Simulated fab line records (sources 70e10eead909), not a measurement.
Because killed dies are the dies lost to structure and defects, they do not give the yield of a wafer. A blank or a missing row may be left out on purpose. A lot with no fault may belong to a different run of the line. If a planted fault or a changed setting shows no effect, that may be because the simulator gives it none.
A struck lot beside a sound one || flow nand_harc || 24 steps out of a route of 1302
Sound: these wafers, L884.3, L884.5, L884.6. The struck wafers were L899.1, L899.2, L899.5. The cause comes at the end.
At each step with rows: each side's tool, then ch and its chambers, then its first start. Under that, the readings that differ: sound wafers || struck wafers || difference of the means || sigmas: that difference in standard deviations of wafers without a fault.
alike: readings with means less than 2 such deviations apart, plus words and numbers identical on both sides. not compared: withheld readings, readings lacking a value on some wafer, bounds such as >300 that could conceal the same value, and numbers that have no deviation in the record and whose values overlap.
Wherever a step has rows on one side only, a row that says differs or no value, or a row with sigmas, the two part there. Numbers that don't overlap but have no deviation are shown without sigmas and don't part them. Lack of a reading on every wafer of one side parts them only where that side has two or more wafers.

first, 1 step without rows for these wafers: NHARC_P_M1_SRD_25.
NHARC_P_M1_INSPECT_27:
  sound on defect_inspect-01 at day 6 16:58; struck on defect_inspect-01 at day 12 19:31
  alike: raw_defect_count
NHARC_P_M1_PRE_CLEAN_32: time 12 s.
  sound on pecvd-02 ch 1,2, day 6 17:04; struck on pecvd-02 ch 0,2, day 12 19:35
  alike: heater_power_w
NHARC_P_M1_DEP_33: deposits SiCN, target thk 30 nm.
  sound on pecvd-02 ch 1,2, day 6 17:17; struck on pecvd-02 ch 0,2, day 12 19:40
  alike: heater_power_w
then, 7 steps without rows for these wafers: NHARC_P_M2_DEP_00 (deposits SiOC, target thk 182.5 nm); NHARC_P_M2_DEHYDRATE_01 (time 120 s); NHARC_P_M2_HMDS_02 (time 30 s); NHARC_P_M2_COAT_34 (time 65 s); NHARC_P_M2_COAT_03 (resist thk 90 nm); NHARC_P_M2_SOFTBAKE_04 (time 55 s); NHARC_P_M2_EBR_05.
NHARC_P_M2_EXPOSE_06: exposes mask P M2, target cd 170 nm.
  sound on arfi_scanner-02 ch 0, day 6 18:31; struck on arfi_scanner-02 ch 0, day 12 20:38
{"reading": "exposure_dose_mJ_cm2", "sound": "80.76 80.73 80.70", "struck": "76.48 76.50 76.66", "difference": -4.18, "sigmas": -51}
  alike: mask
then, 2 steps without rows for these wafers: NHARC_P_M2_PEB_07 (peb time 65 s); NHARC_P_M2_DEVELOP_08 (develop time 35 s).
NHARC_P_M2_CD_MEAS_09: the cd target is 170 nm.
  sound on cd_sem-01 ch 0, day 6 18:38; struck on cd_sem-03 ch 0, day 12 20:46
{"reading": "cd_nm (nm)", "sound": "169.7 169.5 169.6", "struck": "171.6 181.3 176.5", "difference": "+6.9", "sigmas": "+12"}
NHARC_P_M2_OVL_MEAS_10: pitch 340 nm.
  sound on overlay-02 at day 6 18:44; struck on overlay-01 at day 12 20:52
  alike: overlay_x_nm, overlay_y_nm
NHARC_P_M2_INSPECT_11:
  sound on defect_inspect-01 at day 6 18:46; struck on defect_inspect-01 at day 12 20:54
  alike: raw_defect_count
NHARC_P_M2_DESCUM_14: chemistry O2, time 3 s.
  sound on rie_diel-09 ch 2,3, day 6 18:50; struck on rie_diel-04 ch 0,1,3, day 12 20:58
{"reading": "model.P_M2.cd_nm (nm)", "sound": "169.6 170 169.8", "struck": "171.1 181.1 176.4", "difference": "+6.4", "sigmas": ""}
  alike: drypump_motor_current_A, oes_product_au, rf_vpp_V, showerhead_plenum_p_Torr, throttle_valve_pct
  not compared: rf_hours_counter_h
NHARC_P_M2_ETCH_35: etches the open film in N2/H2, target depth 40 nm, overetch 12 nm, time 43.94 s.
  sound on rie_diel-09 ch 1,2, day 6 18:55; struck on rie_diel-04 ch 1,2,3, day 12 21:03
  alike: drypump_motor_current_A, n2_flow_sccm, oes_product_au, rf_vpp_V, showerhead_plenum_p_Torr, throttle_valve_pct
  not compared: rf_hours_counter_h
NHARC_P_M2_ETCH_15: etches the open film in C4F8/Ar, target depth 182.5 nm, time 91.2 s.
  sound: rie_diel-09 ch 1,2; struck: rie_diel-04 ch 0,2,3
{"reading": "oes_product_au (a.u.)", "sound": "0.980 0.980 0.956", "struck": "0.930 0.922 0.928", "difference": -0.045, "sigmas": -2}
  alike: rf_vpp_V
  not compared: rf_hours_counter_h
NHARC_P_M2_CD_MEAS_16:
  sound on cd_sem-01 at day 6 19:09; struck on cd_sem-02 at day 12 21:16
{"reading": "cd_nm (nm)", "sound": "169.9 169.9 170.0", "struck": "170.7 181.3 175.9", "difference": "+6.0", "sigmas": "+8"}
NHARC_P_M2_STRIP_18: strips in N2/H2.
  sound on rie_diel-04 ch 0,2,3, day 6 19:16; struck on rie_diel-04 ch 1,3, day 12 21:20
  alike: drypump_motor_current_A, n2_flow_sccm, oes_product_au, rf_vpp_V, showerhead_plenum_p_Torr, throttle_valve_pct
  not compared: rf_hours_counter_h
NHARC_P_M2_ETCH_28: etches the open film in CF4/N2, target depth 30 nm, time 72.99 s.
  sound: rie_diel-04 ch 2,3; struck: rie_diel-04 ch 0,3
{"reading": "n2_flow_sccm (sccm)", "sound": "99.67 99.80 99.86", "struck": "100.55 99.96 100.53", "difference": "+0.57", "sigmas": "+2"}
{"reading": "model.P_M2.cd_nm (nm)", "sound": "168.4 169.7 170", "struck": "171.9 181.9 176.9", "difference": "+7.5", "sigmas": ""}
  alike: drypump_motor_current_A, oes_product_au, rf_vpp_V, showerhead_plenum_p_Torr, throttle_valve_pct
  not compared: rf_hours_counter_h
then, 1 step without rows for these wafers: NHARC_P_M2_STRIP_19 (strips in post etch residue remover, time 600 s).

WHERE THEY PART
Last at NHARC_P_M2_ETCH_28 as far as this record goes, first at NHARC_P_M2_EXPOSE_06.

WHY: what the simulator had put in
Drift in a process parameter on arfi_scanner-02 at NHARC_P_M2_EXPOSE_06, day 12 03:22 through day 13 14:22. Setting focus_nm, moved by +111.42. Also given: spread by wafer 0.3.
